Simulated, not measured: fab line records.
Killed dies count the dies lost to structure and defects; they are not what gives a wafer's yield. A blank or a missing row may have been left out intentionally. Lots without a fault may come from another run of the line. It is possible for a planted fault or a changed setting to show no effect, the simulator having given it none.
Chamber matching -- flow n5-finfet -- N5_BEOL_M5_CURE_80 on uv-cure-01 has 3 sister chambers
The step cures SiCOH lowk, time 120 s. 3 wafers are shown with their chamber, then 7 later ones without.

== EACH WAFER AND ITS CHAMBER ==
wafer,chamber,lamp-power-pct (%)
L087.6,0,52.33
L085.4,1,52.30
L093.3,2,52.24

== WAFERS MISSING THEIR CHAMBER ==
wafer,lamp-power-pct (%)
L093.4,52.27
L094.2,52.38
L094.3,52.35
L094.5,52.44
L095.4,52.25
L095.5,52.36
L095.6,52.38

== CHAMBER TAKEN BY EACH ==
wafer,from the rows above,in truth
L093.4,can't be placed: 1 or 2 or 0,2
L094.2,can't be placed: 0 or 1 or 2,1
L094.3,can't be placed: 0 or 1 or 2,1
L094.5,can't be placed: 0 or 1 or 2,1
L095.4,can't be placed: 2 or 1 or 0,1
L095.5,can't be placed: 0 or 1 or 2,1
L095.6,can't be placed: 0 or 1 or 2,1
0 of 7 placed correctly. Cannot be placed on the basis of these rows: 7; the candidates contain the true chamber in 7. Placed wrongly: 0.
How it was worked out, from the rows above alone: a wafer's distance from a chamber is the root of the sum, over the readings, of the square of ((its reading less the chamber's mean) divided by the reading's scatter). If the next closest chamber is less than 2 further off than the closest, the wafer can't be placed; otherwise it belongs to the closest. Each chamber's mean is taken over the wafers shown for it. The scatter: root of mean squared gap, hidden wafer to nearest shown wafer, with one shown wafer a chamber.
